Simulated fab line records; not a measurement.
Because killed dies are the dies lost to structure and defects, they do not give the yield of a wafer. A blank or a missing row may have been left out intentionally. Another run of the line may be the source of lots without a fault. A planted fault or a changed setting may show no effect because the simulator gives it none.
fab line records -- flow nand-harc
record: lots: 14, wafers: 42, last-day: 24
route steps=1159 shown P_M1@302 P_M2@326
lots with no fault: from the same line, run without faults
start-h: hours from the record's first day to the start of the lot's first wafer shown -- wait-h: hours elapsed since this lot's preceding step -- " unchanged from the row above -- L1.1+2: one row covering several wafers at once -- - either no value or no given start -- * or withheld: withheld -- < > ~ a bound
route shown NAME@n: names a module that has steps shown in the file, with the first one's number in the route -- usual: mean and standard deviation over wafers with no fault -- same: alike in all rows -- chamber/n: place in a boat -- sites: the reading at each site -- _std_site: how widely they spread, as a standard deviation -- _edge_site: the outer-site mean with the inner-site mean subtracted -- radius-mm: how far each site lies from the wafer's centre -- mask NAME#n: copy n -- behind: the most recent tool/chamber to have shaped the wafer -- hold: cause of the lot's hold/its duration in hours/its outcome -- device: whichever transistor did not switch (one of n, p or np) -- end of line: tests run on the same wafers once the route is complete -- where a step has no rows: the recipe by itself -- killed: dies lost to structure and defects at the first sort, not the wafer's yield -- map: shows each die of a wafer: x if killed, . if not, _ if none is there
set.NAME: the setting as run; set.NAME@STEP: as run at that earlier step -- model.NAME: the simulator's own value behind a step, which no gauge read
a sample of lots followed through the steps of the route, with each step as a table and each wafer as a row
services: the hour from which a tool's chamber was out of use, counted from the record's first day as start-h (under 0 if before that day), plus the number of hours and why
== steps ==
step: NHARC_P_M1_STRIP_18
recipe: power-w: 1000, n2-flow-sccm: 150, h2-flow-sccm: 150, ar-flow-sccm: 0, bias-w: 0, chemistry: N2/H2
usual: drypump-motor-current-A: 5.7/0.48, oes-product-au: 0.998/0.0072, rf-vpp-V: 90.9/0.97, showerhead-plenum-p-Torr: 2.07/0.095, throttle-valve-pct: 14.171/0.0084
lot.wafer,tool,chamber,start-h,wait-h,drypump-motor-current-A,oes-product-au,rf-hours-counter-h,rf-vpp-V,showerhead-plenum-p-Torr,throttle-valve-pct
L281.4,rie-diel-11,0,115.56,0.1,6.0,1.007,2,90.2,2.05,14.171
L281.6,rie-diel-11,3,115.56,0.1,5.8,0.997,-,91.9,2.19,14.164
L281.5,rie-diel-11,0,115.56,0.1,6.0,1.007,-,91.6,2.05,14.165
L282.2,rie-diel-09,2,131.99,0.1,4.8,0.994,3,91.7,1.94,14.171
L282.4,rie-diel-09,0,131.99,0.1,6.2,1.000,3,91.3,1.96,14.170
L282.6,rie-diel-09,2,131.99,0.1,4.8,0.999,-,89.6,1.94,14.178
L283.1,rie-diel-11,2,135.48,0.1,6.3,1.007,3,89.6,1.95,14.168
L283.2,rie-diel-11,3,135.48,0.1,5.8,1.006,3,89.7,2.19,14.157
L283.6,rie-diel-11,1,135.48,0.1,5.0,0.989,-,92.1,2.14,14.167
L284.1,rie-diel-11,3,139.59,0.1,5.8,0.999,3,91.3,2.19,14.172
L284.2,rie-diel-11,1,139.59,0.1,5.0,0.992,3,91.3,2.14,14.158
L284.5,rie-diel-11,0,139.59,0.1,6.0,1.006,-,89.8,2.05,14.153
L287.2,rie-diel-11,0,142.27,0.1,5.9,0.989,3,90.4,2.05,14.174
L287.3,rie-diel-11,1,142.27,0.1,5.0,0.993,3,90.9,2.14,14.177
L287.6,rie-diel-11,2,142.27,0.1,6.3,0.992,-,90.2,1.95,14.169
L286.1,rie-diel-11,3,143.08,0.1,5.8,0.990,4,91.3,2.19,14.170
L286.3,rie-diel-11,0,143.08,0.1,5.9,0.995,3,92.0,2.05,14.162
L286.6,rie-diel-11,2,143.08,0.1,6.4,0.999,-,89.6,1.95,14.167
L288.2,rie-diel-09,3,165.30,0.1,5.9,0.999,4,91.5,2.11,14.165
L288.4,rie-diel-09,0,165.30,0.1,6.2,1.006,5,89.6,1.96,14.165
L288.3,rie-diel-09,1,165.30,0.1,6.0,0.995,6,90.8,2.08,14.161
L289.1,rie-diel-13,2,176.53,0.1,5.1,0.990,6,91.1,1.94,14.175
L289.5,rie-diel-13,2,176.53,0.1,5.1,0.994,-,89.9,1.94,14.176
L289.6,rie-diel-13,3,176.53,0.1,5.7,0.996,-,90.4,2.17,14.175
L295.4,rie-diel-13,0,200.33,0.1,5.9,1.003,8,91.8,1.97,14.170
L295.2,rie-diel-13,2,200.33,0.1,5.1,1.006,7,89.2,1.94,14.179
L295.5,rie-diel-13,0,200.33,0.1,5.9,1.004,-,90.6,1.97,14.170
L293.2,rie-diel-11,0,201.26,0.1,6.0,0.991,0,91.8,2.05,14.159
L293.1,rie-diel-11,1,201.26,0.1,5.0,0.985,0,91.2,2.14,14.166
L293.4,rie-diel-11,3,201.26,0.1,5.8,1.000,0,91.6,2.19,14.170
L296.4,rie-diel-11,0,219.24,0.1,6.0,0.988,0,91.4,2.05,14.176
L296.1,rie-diel-11,2,219.24,0.1,6.3,1.007,0,89.3,1.96,14.159
L296.5,rie-diel-11,0,219.24,0.1,6.0,0.999,-,91.1,2.05,14.162
L302.1,rie-diel-09,0,243.46,0.1,6.2,0.992,11,90.6,1.96,14.182
L302.2,rie-diel-09,1,243.46,0.1,6.0,1.005,11,91.3,2.08,14.179
L302.3,rie-diel-09,3,243.46,0.1,6.0,1.002,10,91.9,2.10,14.168
L300.1,rie-diel-11,3,249.82,0.1,5.8,1.002,1,91.2,2.19,14.173
L300.3,rie-diel-11,0,249.82,0.1,6.0,0.987,1,89.9,2.05,14.167
L300.4,rie-diel-11,1,249.82,0.1,5.0,0.986,2,92.1,2.14,14.180
L303.2,rie-diel-11,2,250.76,0.1,6.3,1.005,2,90.5,1.95,14.157
L303.5,rie-diel-11,1,250.76,0.1,5.0,0.989,-,91.2,2.14,14.179
L303.6,rie-diel-11,2,250.76,0.1,6.3,1.013,-,89.4,1.95,14.175
step: NHARC_P_M2_PEB_07
recipe: peb-temp-c: 100, peb-time-s: 65
usual: chill-plate-temp-C: 23.01/0.11
lot.wafer,tool,chamber,start-h,wait-h,chill-plate-temp-C
L281.4,litho-track-01,0,118.93,0.0,23.00
L281.5,litho-track-01,0,118.93,0.0,22.89
L281.6,litho-track-01,0,118.93,0.0,23.00
L282.2,litho-track-06,0,135.50,0.1,22.88
L282.4,litho-track-06,0,135.50,0.1,23.02
L282.6,litho-track-06,0,135.50,0.1,22.91
L283.1,litho-track-01,0,139.03,0.1,22.98
L283.2,litho-track-01,0,139.03,0.1,23.14
L283.6,litho-track-01,0,139.03,0.1,22.97
L284.1,litho-track-01,0,143.25,0.1,23.22
L284.2,litho-track-01,0,143.25,0.1,23.15
L284.5,litho-track-01,0,143.25,0.1,23.17
L287.2,litho-track-01,0,145.89,0.1,22.80
L287.3,litho-track-01,0,145.89,0.1,22.85
L287.6,litho-track-01,0,145.89,0.1,23.02
L286.1,litho-track-06,0,146.58,0.1,22.97
L286.3,litho-track-06,0,146.58,0.1,23.05
L286.6,litho-track-06,0,146.58,0.1,23.07
L288.2,litho-track-01,0,168.81,0.1,23.23
L288.3,litho-track-01,0,168.81,0.1,23.10
L288.4,litho-track-01,0,168.81,0.1,23.02
L289.1,litho-track-04,0,180.20,0.1,22.98
L289.5,litho-track-04,0,180.20,0.1,23.04
L289.6,litho-track-04,0,180.20,0.1,22.93
L295.2,litho-track-06,0,203.67,0.1,22.96
L295.4,litho-track-06,0,203.67,0.1,22.89
L295.5,litho-track-06,0,203.67,0.1,23.05
L293.1,litho-track-01,0,204.93,0.1,23.23
L293.2,litho-track-01,0,204.93,0.1,23.20
L293.4,litho-track-01,0,204.93,0.1,23.10
L296.1,litho-track-01,0,223.20,0.1,23.28
L296.4,litho-track-01,0,223.20,0.1,23.15
L296.5,litho-track-01,0,223.20,0.1,22.99
L302.1,litho-track-06,0,246.86,0.1,23.04
L302.2,litho-track-06,0,246.86,0.1,23.01
L302.3,litho-track-06,0,246.86,0.1,23.12
L300.1,litho-track-04,0,253.38,0.1,23.18
L300.3,litho-track-04,0,253.38,0.1,22.99
L300.4,litho-track-04,0,253.38,0.1,22.98
L303.2,litho-track-04,0,254.20,0.1,23.03
L303.5,litho-track-04,0,254.20,0.1,22.94
L303.6,litho-track-04,0,254.20,0.1,22.97
step: NHARC_P_M2_CD_MEAS_09
recipe: target-cd-nm: 170, landing-energy-ev: 500
usual: cd-nm: 170.0/0.47
lot.wafer,tool,chamber,start-h,wait-h,cd-nm
L281.4,cd-sem-03,0,119.01,-,169.3
L281.5,cd-sem-03,0,119.01,-,169.8
L281.6,cd-sem-03,0,119.01,-,169.6
L282.2,cd-sem-02,0,135.58,-,168.9
L282.4,cd-sem-02,0,135.58,-,170.0
L282.6,cd-sem-02,0,135.58,-,169.5
L283.1,cd-sem-02,0,139.10,-,169.8
L283.2,cd-sem-02,0,139.10,-,170.1
L283.6,cd-sem-02,0,139.10,-,170.1
L284.1,cd-sem-03,0,143.33,-,170.1
L284.2,cd-sem-03,0,143.33,-,170.3
L284.5,cd-sem-03,0,143.33,-,170.9
L287.2,cd-sem-02,0,145.97,-,170.4
L287.3,cd-sem-02,0,145.97,-,170.7
L287.6,cd-sem-02,0,145.97,-,170.5
L286.1,cd-sem-03,0,146.67,-,170.8
L286.3,cd-sem-03,0,146.67,-,170.3
L286.6,cd-sem-03,0,146.67,-,169.9
L288.2,cd-sem-03,0,168.89,-,169.7
L288.3,cd-sem-03,0,168.89,-,169.6
L288.4,cd-sem-03,0,168.89,-,169.0
L289.1,cd-sem-02,0,180.29,-,170.0
L289.5,cd-sem-02,0,180.29,-,169.2
L289.6,cd-sem-02,0,180.29,-,169.7
L295.2,cd-sem-01,0,203.75,-,170.0
L295.4,cd-sem-01,0,203.75,-,170.0
L295.5,cd-sem-01,0,203.75,-,170.5
L293.1,cd-sem-03,0,205.01,-,187.5
L293.2,cd-sem-03,0,205.01,-,187.6
L293.4,cd-sem-03,0,205.01,-,170.6
L296.1,cd-sem-01,0,223.28,-,187.8
L296.4,cd-sem-01,0,223.28,-,171.0
L296.5,cd-sem-01,0,223.28,-,188.1
L302.1,cd-sem-02,0,246.93,-,169.9
L302.2,cd-sem-02,0,246.93,-,170.1
L302.3,cd-sem-02,0,246.93,-,170.8
L300.1,cd-sem-01,0,253.46,-,169.8
L300.3,cd-sem-01,0,253.46,-,170.2
L300.4,cd-sem-01,0,253.46,-,169.8
L303.2,cd-sem-02,0,254.28,-,169.4
L303.5,cd-sem-02,0,254.28,-,169.7
L303.6,cd-sem-02,0,254.28,-,169.6
step: NHARC_P_M2_OVL_MEAS_10
recipe: pitch-nm: 340
usual: overlay-x-nm: -0.2/0.92, overlay-y-nm: -0.2/0.78
lot.wafer,tool,chamber,start-h,wait-h,overlay-x-nm,overlay-y-nm
L281.4,overlay-01,-,119.09,-,-0.8,0.3
L281.5,overlay-01,-,119.09,-,-0.7,-0.1
L281.6,overlay-01,-,119.09,-,-0.3,0.4
L282.2,overlay-01,-,135.67,-,0.1,1.2
L282.4,overlay-01,-,135.67,-,0.7,1.2
L282.6,overlay-01,-,135.67,-,0.5,1.8
L283.1,overlay-01,-,139.19,-,-0.8,0.4
L283.2,overlay-01,-,139.19,-,-1.2,1.1
L283.6,overlay-01,-,139.19,-,-1.0,1.0
L284.1,overlay-01,-,143.42,-,-0.1,-0.5
L284.2,overlay-01,-,143.42,-,-0.4,-0.8
L284.5,overlay-01,-,143.42,-,-0.4,-0.8
L287.2,overlay-02,-,146.07,-,1.5,-0.8
L287.3,overlay-02,-,146.07,-,0.6,-1.2
L287.6,overlay-02,-,146.07,-,1.4,-1.0
L286.1,overlay-02,-,146.75,-,-0.4,-0.5
L286.3,overlay-02,-,146.75,-,-0.5,-0.8
L286.6,overlay-02,-,146.75,-,-0.1,-0.6
L288.2,overlay-02,-,168.98,-,0.9,-1.0
L288.3,overlay-02,-,168.98,-,1.2,-1.1
L288.4,overlay-02,-,168.98,-,1.0,-1.0
L289.1,overlay-01,-,180.37,-,0.1,-1.3
L289.5,overlay-01,-,180.37,-,0.4,-0.6
L289.6,overlay-01,-,180.37,-,-0.5,-1.1
L295.2,overlay-02,-,203.84,-,1.1,0.8
L295.4,overlay-02,-,203.84,-,1.3,0.2
L295.5,overlay-02,-,203.84,-,1.2,1.1
L293.1,overlay-01,-,205.10,-,-1.2,-0.7
L293.2,overlay-01,-,205.10,-,-1.2,-1.3
L293.4,overlay-01,-,205.10,-,-1.1,-1.6
L296.1,overlay-02,-,223.37,-,1.1,0.6
L296.4,overlay-02,-,223.37,-,0.7,0.6
L296.5,overlay-02,-,223.37,-,0.4,0.6
L302.1,overlay-02,-,247.02,-,0.1,-0.1
L302.2,overlay-02,-,247.02,-,-0.4,0.1
L302.3,overlay-02,-,247.02,-,-0.5,-0.3
L300.1,overlay-01,-,253.55,-,-0.4,-1.0
L300.3,overlay-01,-,253.55,-,-0.6,-0.4
L300.4,overlay-01,-,253.55,-,-0.4,-0.5
L303.2,overlay-02,-,254.36,-,-0.2,0.2
L303.5,overlay-02,-,254.36,-,-0.3,0.4
L303.6,overlay-02,-,254.36,-,-0.2,0.8
step: NHARC_P_M2_STRIP_18
recipe: power-w: 1000, n2-flow-sccm: 150, h2-flow-sccm: 150, ar-flow-sccm: 0, bias-w: 0, chemistry: N2/H2
usual: drypump-motor-current-A: 5.80/0.17, oes-product-au: 1.000/0.008, rf-vpp-V: 90.9/0.98, showerhead-plenum-p-Torr: 2.06/0.1, throttle-valve-pct: 14.172/0.009
lot.wafer,tool,chamber,start-h,wait-h,drypump-motor-current-A,oes-product-au,rf-hours-counter-h,rf-vpp-V,showerhead-plenum-p-Torr,throttle-valve-pct
L281.5,rie-diel-06,0,120.24,0.2,5.65,0.999,-,90.3,1.91,14.176
L281.4,rie-diel-06,2,120.24,0.2,5.70,0.991,-,89.8,1.96,14.172
L281.6,rie-diel-06,3,120.24,0.2,5.95,0.987,-,92.0,2.12,14.178
L282.4,rie-diel-06,2,136.16,0.1,5.72,0.997,2,89.7,1.96,14.173
L282.2,rie-diel-06,3,136.16,0.1,5.93,0.990,2,91.7,2.12,14.174
L282.6,rie-diel-06,2,136.16,0.1,5.70,0.995,-,91.6,1.96,14.169
L283.1,rie-diel-06,2,139.72,0.1,5.73,0.998,3,91.3,1.96,14.167
L283.2,rie-diel-06,3,139.72,0.1,5.94,0.996,2,91.5,2.12,14.171
L283.6,rie-diel-06,1,139.72,0.1,5.93,1.004,-,90.5,2.19,14.167
L284.2,rie-diel-06,0,143.92,0.1,5.68,1.005,3,88.9,1.91,14.181
L284.1,rie-diel-06,2,143.92,0.1,5.72,0.988,3,90.0,1.96,14.180
L284.5,rie-diel-06,3,143.92,0.1,5.96,0.980,-,90.9,2.12,14.184
L287.3,rie-diel-10,1,146.55,0.1,5.63,1.008,23,89.7,2.04,14.174
L287.2,rie-diel-10,0,146.55,0.1,5.32,1.012,24,92.3,2.17,14.175
L287.6,rie-diel-10,1,146.55,0.1,5.64,1.009,-,90.8,2.04,14.163
L286.3,rie-diel-06,3,147.29,0.1,5.95,0.988,3,90.2,2.12,14.166
L286.1,rie-diel-06,0,147.29,0.1,5.68,1.010,3,89.4,1.91,14.188
L286.6,rie-diel-06,2,147.29,0.1,5.71,0.992,-,89.4,1.96,14.168
L288.2,rie-diel-06,2,169.46,0.1,5.72,0.991,4,90.4,1.96,14.167
L288.4,rie-diel-06,0,169.46,0.1,5.66,1.015,4,90.4,1.91,14.163
L288.3,rie-diel-06,1,169.46,0.1,5.92,1.002,3,91.0,2.19,14.178
L289.1,rie-diel-06,0,180.90,0.1,5.67,1.004,4,89.7,1.91,14.162
L289.5,rie-diel-06,2,180.90,0.1,5.70,0.988,-,90.2,1.96,14.182
L289.6,rie-diel-06,3,180.90,0.1,5.98,0.994,-,90.9,2.12,14.177
L295.4,rie-diel-06,3,204.37,0.1,5.97,0.995,5,90.9,2.12,14.174
L295.2,rie-diel-06,0,204.37,0.1,5.64,1.001,5,91.0,1.91,14.165
L295.5,rie-diel-06,1,204.37,0.1,5.92,1.008,-,91.1,2.19,14.179
L293.1,rie-diel-06,0,205.58,0.1,5.64,1.003,6,89.3,1.91,14.194
L293.2,rie-diel-06,1,205.58,0.1,5.92,1.007,4,92.8,2.19,14.160
L293.4,rie-diel-06,2,205.58,0.1,5.73,0.991,5,90.2,1.96,14.193
L296.4,rie-diel-06,2,223.90,0.1,5.74,1.000,6,90.2,1.96,14.166
L296.1,rie-diel-06,1,223.90,0.1,5.93,1.010,5,92.7,2.19,14.179
L296.5,rie-diel-06,2,223.90,0.1,5.74,1.001,-,90.1,1.96,14.167
L302.3,rie-diel-10,2,247.51,0.1,6.08,0.997,14,91.0,2.11,14.182
L302.1,rie-diel-10,3,247.51,0.1,5.91,0.990,15,90.8,2.18,14.173
L302.2,rie-diel-10,1,247.51,0.1,5.61,0.996,15,90.3,2.04,14.168
L300.3,rie-diel-06,2,254.02,0.1,5.72,0.994,0,90.1,1.96,14.176
L300.1,rie-diel-06,0,254.02,0.1,5.67,1.007,0,90.0,1.91,14.163
L300.4,rie-diel-06,1,254.02,0.1,5.92,1.008,0,90.6,2.19,14.177
L303.2,rie-diel-06,2,254.87,0.1,5.71,0.991,0,90.1,1.96,14.180
L303.5,rie-diel-06,1,254.87,0.1,5.91,1.002,-,90.6,2.18,14.159
L303.6,rie-diel-06,2,254.87,0.1,5.71,0.992,-,89.7,1.96,14.173
== services ==
tool,chamber,start-h,hours,kind
litho-track-01,-,93.00,7.0,pm
rie-diel-13,-,99.00,9.0,pm
rie-diel-06,3,111.42,8.4,repair
rie-diel-06,2,113.18,4.5,repair
rie-diel-06,1,115.19,13.4,repair
litho-track-06,-,117.00,7.0,pm
rie-diel-09,3,122.97,5.7,repair
rie-diel-10,-,126.92,0.3,repair
rie-diel-06,2,127.75,8.4,repair
rie-diel-13,3,129.03,8.8,repair
rie-diel-13,2,131.68,11.2,repair
litho-track-04,-,141.00,7.0,pm
rie-diel-11,-,164.47,1.6,repair
rie-diel-11,0,169.64,10.9,repair
rie-diel-10,-,176.58,9.0,pm
rie-diel-06,1,183.30,7.1,repair
rie-diel-10,0,188.05,8.4,repair
rie-diel-11,-,189.55,9.0,pm
rie-diel-06,3,227.15,13.6,repair
rie-diel-11,1,235.34,6.8,repair
rie-diel-06,-,241.20,9.0,pm
rie-diel-11,-,245.32,0.3,repair
rie-diel-13,-,252.87,1.6,repair
rie-diel-09,-,254.10,9.0,pm
== key ==
first-sign: step: NHARC_P_M2_CD_MEAS_09, reading: cd-nm, direction: up, sigmas: 38, usual: 170.0, struck: 187.8
effect none on later readings
met-at NHARC_P_M2_PEB_07
struck-lots L293,L296
struck-wafers L293.1,L293.2,L296.1,L296.5
sort-left-out L293.1,L293.2,L296.1,L296.5
not-acting-at NHARC_P_M1_STRIP_18,NHARC_P_M2_OVL_MEAS_10,NHARC_P_M2_STRIP_18
onset-between 168.81 204.93
fault: kind: process-parameter-drift, tool: litho-track-01, chamber: -, onset-h: 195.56, steps: NHARC_P_M2_PEB_07, channel: peb-time-s, offset: *, shape: step, end-h: 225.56, scope: struck-wafers-only, acts-in: *, stated: *
sort-left-out: the simulated sort isn't trusted on such a fault, so these wafers' sort isn't shown, and their yield isn't known
